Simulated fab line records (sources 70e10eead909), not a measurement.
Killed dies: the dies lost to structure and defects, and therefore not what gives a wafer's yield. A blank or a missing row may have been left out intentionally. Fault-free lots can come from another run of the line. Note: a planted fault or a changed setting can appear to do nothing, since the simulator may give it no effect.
3 desks looking at one fault    flow nandHarc    numbers are kept per desk, each desk with only its own; the story behind them comes last

== THE DEFECT DESK ==
Counts from the inspections along the route, per lot, as means over the sampled wafers that have a number. If a lot's mean is further than 4 standard deviations from the usual mean, the lot is out of limits and carries the mark OUT (the distance appears in the brackets).
Columns: A = rawDefectCount at NHARC_A_SOURCE_PLATE_INSPECT_08, usual 66
lot   first seen here  A
L566  day 8 04:00      71
L567  day 8 04:00      70
L568  day 8 04:00      60
L569  day 8 04:00      65
L570  day 8 17:56      54
L572  day 9 01:33      46
L574  day 9 13:34      57
L575  day 9 23:16      65
L576  day 9 23:16      74
L578  day 11 10:43     113
L583  day 11 20:47     74
L587  day 12 21:47     31
L589  day 12 21:47     64
L588  day 13 03:31     74
This desk's finding: nothing out of limits on any of the 14 lots.

== THE TOOL OWNER'S DESK: pecvdOnon-03 ==
The tool's own readings at NHARC_A_ONON_D1_DEP_03 (target thk 1000 nm): means of the sampled wafers that have a number, for each lot that ran on this tool. If a lot's mean is further than 4 standard deviations from the usual mean, the lot is out of limits and carries the mark OUT (the distance appears in the brackets).
Columns: A = susceptorTempC at NHARC_A_ONON_D1_DEP_03, usual 400.02 C
lot   first seen here  A
L567  day 8 04:41      399.80
L568  day 8 04:59      400.06
L572  day 9 02:11      400.16
L576  day 9 23:54      400.03
L578  day 11 11:36     399.94
L583  day 11 21:28     400.14
This desk's finding: nothing out of limits on any of the 6 lots.

== FROM THE METROLOGY DESK ==
Means of the sampled wafers that have a number, per lot and without regard to the tool the lot ran on: this is what the gauges read. If a lot's mean is further than 4 standard deviations from the usual mean, the lot is out of limits and carries the mark OUT (the distance appears in the brackets).
Columns: A = thkNm at NHARC_A_SOURCE_PLATE_THK_MEAS_09, usual 9.6 nm; B = thkNm at NHARC_A_ONON_D1_THK_MEAS_05, usual 998 nm
lot   first seen here  A     B
L566  day 7 10:46      9.3   988
L567  day 7 10:46      8.7   1008
L568  day 7 10:46      9.1   984
L569  day 7 16:55      9.2   997
L570  day 8 04:51      9.5   992
L572  day 8 10:00      9.3   997
L574  day 8 22:22      10.3  998
L575  day 9 10:05      10.0  1000
L576  day 9 10:06      10.8  1001
L578  day 10 21:48     9.9   1224 (+24) OUT
L583  day 11 07:40     9.1   1245 (+26) OUT
L587  day 12 07:05     10.1  1000
L589  day 12 07:05     10.1  986
L588  day 12 13:41     9.9   993
This desk's verdict: out of limits on L578, L583, starting with L578 at day 11 12:00 (thkNm at NHARC_A_ONON_D1_THK_MEAS_05). L566, L567, L568, L569, L570, L572, L574, L575, L576, L587, L589, L588: within limits.

== TAKEN TOGETHER ==
On L578, L583, the metrology desk was in a position to raise an alarm at day 11 12:00.
No out-of-limits result turned up at the defect desk.
Nothing out of limits was seen by the tool owner's desk.
The defect desk has L578, L583 on record, within its limits.
On record at the tool owner's desk: L578, L583, within its limits.
On pecvdOnon-03, each named lot ran NHARC_A_ONON_D1_DEP_03.

== WHAT THE SIMULATOR HAD PUT IN ==
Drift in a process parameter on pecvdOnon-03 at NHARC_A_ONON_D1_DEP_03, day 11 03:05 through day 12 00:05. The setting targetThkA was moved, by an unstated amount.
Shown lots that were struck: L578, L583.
Per desk, hours elapsed from the start of the fault to the first reading out of limits: for the metrology desk, 9.
